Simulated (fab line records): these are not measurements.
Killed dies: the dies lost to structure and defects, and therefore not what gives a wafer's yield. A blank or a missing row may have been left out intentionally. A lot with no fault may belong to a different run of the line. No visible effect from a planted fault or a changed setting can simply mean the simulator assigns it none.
Chamber matching :: flow nand_harc :: 4 sister chambers for NHARC_P_M2_DESCUM_14 on rie_diel-01
The step chemistry O2, time 3 s. 42 wafers are shown with their chamber, then 12 later ones without.

== WAFERS, EACH WITH ITS CHAMBER ==
wafer: L075.1
chamber: 3
showerhead_plenum_p_Torr (Torr): 1.79
drypump_motor_current_A (A): 5.7
oes_product_au (a.u.): 1.016

wafer: L075.2
chamber: 0
showerhead_plenum_p_Torr (Torr): 1.85
drypump_motor_current_A (A): 5.3
oes_product_au (a.u.): 1.014

wafer: L075.3
chamber: 2
showerhead_plenum_p_Torr (Torr): 2.03
drypump_motor_current_A (A): 5.9
oes_product_au (a.u.): 1.004

wafer: L077.1
chamber: 1
showerhead_plenum_p_Torr (Torr): 1.97
drypump_motor_current_A (A): 6.1
oes_product_au (a.u.): 1.004

wafer: L077.2
chamber: 2
showerhead_plenum_p_Torr (Torr): 2.03
drypump_motor_current_A (A): 5.9
oes_product_au (a.u.): 0.991

wafer: L077.3
chamber: 3
showerhead_plenum_p_Torr (Torr): 1.79
drypump_motor_current_A (A): 5.7
oes_product_au (a.u.): 1.011

wafer: L079.3
chamber: 0
showerhead_plenum_p_Torr (Torr): 1.85
drypump_motor_current_A (A): 5.3
oes_product_au (a.u.): 1.032

wafer: L079.4
chamber: 3
showerhead_plenum_p_Torr (Torr): 1.79
drypump_motor_current_A (A): 5.7
oes_product_au (a.u.): 1.008

wafer: L079.6
chamber: 1
showerhead_plenum_p_Torr (Torr): 1.96
drypump_motor_current_A (A): 6.1
oes_product_au (a.u.): 0.998

wafer: L081.1
chamber: 0
showerhead_plenum_p_Torr (Torr): 1.85
drypump_motor_current_A (A): 5.3
oes_product_au (a.u.): 1.019

wafer: L081.2
chamber: 3
showerhead_plenum_p_Torr (Torr): 1.79
drypump_motor_current_A (A): 5.8
oes_product_au (a.u.): 1.012

wafer: L081.4
chamber: 1
showerhead_plenum_p_Torr (Torr): 1.96
drypump_motor_current_A (A): 6.1
oes_product_au (a.u.): 0.996

wafer: L085.2
chamber: 2
showerhead_plenum_p_Torr (Torr): 2.03
drypump_motor_current_A (A): 5.9
oes_product_au (a.u.): 0.991

wafer: L085.3
chamber: 3
showerhead_plenum_p_Torr (Torr): 1.79
drypump_motor_current_A (A): 5.8
oes_product_au (a.u.): 1.018

wafer: L085.6
chamber: 0
showerhead_plenum_p_Torr (Torr): 1.85
drypump_motor_current_A (A): 5.3
oes_product_au (a.u.): 1.016

wafer: L084.1
chamber: 3
showerhead_plenum_p_Torr (Torr): 1.79
drypump_motor_current_A (A): 5.8
oes_product_au (a.u.): 1.007

wafer: L084.2
chamber: 2
showerhead_plenum_p_Torr (Torr): 2.03
drypump_motor_current_A (A): 5.9
oes_product_au (a.u.): 0.998

wafer: L084.6
chamber: 3
showerhead_plenum_p_Torr (Torr): 1.79
drypump_motor_current_A (A): 5.8
oes_product_au (a.u.): 1.013

wafer: L084.3
chamber: 0
showerhead_plenum_p_Torr (Torr): 1.85
drypump_motor_current_A (A): 5.3
oes_product_au (a.u.): 1.016

wafer: L084.4
chamber: 1
showerhead_plenum_p_Torr (Torr): 1.96
drypump_motor_current_A (A): 6.1
oes_product_au (a.u.): 0.996

wafer: L084.5
chamber: 0
showerhead_plenum_p_Torr (Torr): 1.85
drypump_motor_current_A (A): 5.3
oes_product_au (a.u.): 1.021

wafer: L087.1
chamber: 1
showerhead_plenum_p_Torr (Torr): 1.96
drypump_motor_current_A (A): 6.1
oes_product_au (a.u.): 1.001

wafer: L087.5
chamber: 3
showerhead_plenum_p_Torr (Torr): 1.79
drypump_motor_current_A (A): 5.8
oes_product_au (a.u.): 0.997

wafer: L087.6
chamber: 2
showerhead_plenum_p_Torr (Torr): 2.03
drypump_motor_current_A (A): 5.9
oes_product_au (a.u.): 0.982

wafer: L086.2
chamber: 1
showerhead_plenum_p_Torr (Torr): 1.96
drypump_motor_current_A (A): 6.1
oes_product_au (a.u.): 0.990

wafer: L086.3
chamber: 3
showerhead_plenum_p_Torr (Torr): 1.79
drypump_motor_current_A (A): 5.7
oes_product_au (a.u.): 1.007

wafer: L086.5
chamber: 0
showerhead_plenum_p_Torr (Torr): 1.85
drypump_motor_current_A (A): 5.3
oes_product_au (a.u.): 1.008

wafer: L089.1
chamber: 0
showerhead_plenum_p_Torr (Torr): 1.85
drypump_motor_current_A (A): 5.3
oes_product_au (a.u.): 1.000

wafer: L089.3
chamber: 2
showerhead_plenum_p_Torr (Torr): 2.03
drypump_motor_current_A (A): 5.9
oes_product_au (a.u.): 0.985

wafer: L089.4
chamber: 1
showerhead_plenum_p_Torr (Torr): 1.96
drypump_motor_current_A (A): 6.1
oes_product_au (a.u.): 0.997

wafer: L088.1
chamber: 3
showerhead_plenum_p_Torr (Torr): 1.79
drypump_motor_current_A (A): 5.8
oes_product_au (a.u.): 0.999

wafer: L088.2
chamber: 0
showerhead_plenum_p_Torr (Torr): 1.85
drypump_motor_current_A (A): 5.3
oes_product_au (a.u.): 1.013

wafer: L088.4
chamber: 1
showerhead_plenum_p_Torr (Torr): 1.96
drypump_motor_current_A (A): 6.1
oes_product_au (a.u.): 0.994

wafer: L090.4
chamber: 1
showerhead_plenum_p_Torr (Torr): 1.96
drypump_motor_current_A (A): 6.1
oes_product_au (a.u.): 1.009

wafer: L090.5
chamber: 3
showerhead_plenum_p_Torr (Torr): 1.79
drypump_motor_current_A (A): 5.7
oes_product_au (a.u.): 1.001

wafer: L090.6
chamber: 0
showerhead_plenum_p_Torr (Torr): 1.85
drypump_motor_current_A (A): 5.3
oes_product_au (a.u.): 1.025

wafer: L093.1
chamber: 1
showerhead_plenum_p_Torr (Torr): 1.96
drypump_motor_current_A (A): 6.1
oes_product_au (a.u.): 1.013

wafer: L093.2
chamber: 2
showerhead_plenum_p_Torr (Torr): 2.03
drypump_motor_current_A (A): 5.9
oes_product_au (a.u.): 0.992

wafer: L093.3
chamber: 0
showerhead_plenum_p_Torr (Torr): 1.85
drypump_motor_current_A (A): 5.3
oes_product_au (a.u.): 1.013

wafer: L094.1
chamber: 3
showerhead_plenum_p_Torr (Torr): 1.79
drypump_motor_current_A (A): 5.8
oes_product_au (a.u.): 1.008

wafer: L094.2
chamber: 0
showerhead_plenum_p_Torr (Torr): 1.85
drypump_motor_current_A (A): 5.3
oes_product_au (a.u.): 1.003

wafer: L094.3
chamber: 2
showerhead_plenum_p_Torr (Torr): 2.03
drypump_motor_current_A (A): 5.9
oes_product_au (a.u.): 0.982

SIGNATURES, as means of the wafers listed above
reading: showerhead_plenum_p_Torr
chamber 0: 1.8500
chamber 1: 1.9610
chamber 2: 2.0300
chamber 3: 1.7900
scatter within a chamber: 0.00154

reading: drypump_motor_current_A
chamber 0: 5.300
chamber 1: 6.100
chamber 2: 5.900
chamber 3: 5.758
scatter within a chamber: 0.0277

reading: oes_product_au
chamber 0: 1.01500
chamber 1: 0.99980
chamber 2: 0.99062
chamber 3: 1.00808
scatter within a chamber: 0.00761
Rule: distance of a wafer from a chamber = root of the sum over the readings of ((wafer's reading minus chamber's mean) / reading's scatter) squared. If the next closest chamber is less than 2 further off than the closest, the wafer can't be placed; otherwise it belongs to the closest. The scatter: take each reading less its chamber's mean, square it, sum over the shown wafers, divide by the number of wafers less the number of chambers, and take the root.

== WAFERS WHOSE CHAMBER IS MISSING ==
wafer: L096.2
showerhead_plenum_p_Torr (Torr): 1.85
drypump_motor_current_A (A): 5.3
oes_product_au (a.u.): 1.009

wafer: L096.3
showerhead_plenum_p_Torr (Torr): 1.96
drypump_motor_current_A (A): 6.1
oes_product_au (a.u.): 0.997

wafer: L096.5
showerhead_plenum_p_Torr (Torr): 1.96
drypump_motor_current_A (A): 6.1
oes_product_au (a.u.): 0.988

wafer: L096.1
showerhead_plenum_p_Torr (Torr): 2.03
drypump_motor_current_A (A): 5.9
oes_product_au (a.u.): 0.975

wafer: L096.4
showerhead_plenum_p_Torr (Torr): 1.79
drypump_motor_current_A (A): 5.8
oes_product_au (a.u.): 0.996

wafer: L096.6
showerhead_plenum_p_Torr (Torr): 2.03
drypump_motor_current_A (A): 5.9
oes_product_au (a.u.): 0.987

wafer: L095.1
showerhead_plenum_p_Torr (Torr): 1.85
drypump_motor_current_A (A): 5.3
oes_product_au (a.u.): 1.013

wafer: L095.2
showerhead_plenum_p_Torr (Torr): 1.96
drypump_motor_current_A (A): 6.1
oes_product_au (a.u.): 1.002

wafer: L095.3
showerhead_plenum_p_Torr (Torr): 1.79
drypump_motor_current_A (A): 5.7
oes_product_au (a.u.): 1.012

wafer: L095.4
showerhead_plenum_p_Torr (Torr): 2.03
drypump_motor_current_A (A): 5.9
oes_product_au (a.u.): 0.987

wafer: L095.5
showerhead_plenum_p_Torr (Torr): 1.96
drypump_motor_current_A (A): 6.1
oes_product_au (a.u.): 0.992

wafer: L095.6
showerhead_plenum_p_Torr (Torr): 2.03
drypump_motor_current_A (A): 5.9
oes_product_au (a.u.): 0.999

== THE CHAMBER EACH PASSED THROUGH ==
wafer: L096.2
from the rows above: 0
in truth: 0

wafer: L096.3
from the rows above: 1
in truth: 1

wafer: L096.5
from the rows above: 1
in truth: 1

wafer: L096.1
from the rows above: 2
in truth: 2

wafer: L096.4
from the rows above: 3
in truth: 3

wafer: L096.6
from the rows above: 2
in truth: 2

wafer: L095.1
from the rows above: 0
in truth: 0

wafer: L095.2
from the rows above: 1
in truth: 1

wafer: L095.3
from the rows above: 3
in truth: 3

wafer: L095.4
from the rows above: 2
in truth: 2

wafer: L095.5
from the rows above: 1
in truth: 1

wafer: L095.6
from the rows above: 2
in truth: 2
Placed correctly: 12 of 12. Can't be placed from these rows: 0. Wrongly placed: 0.
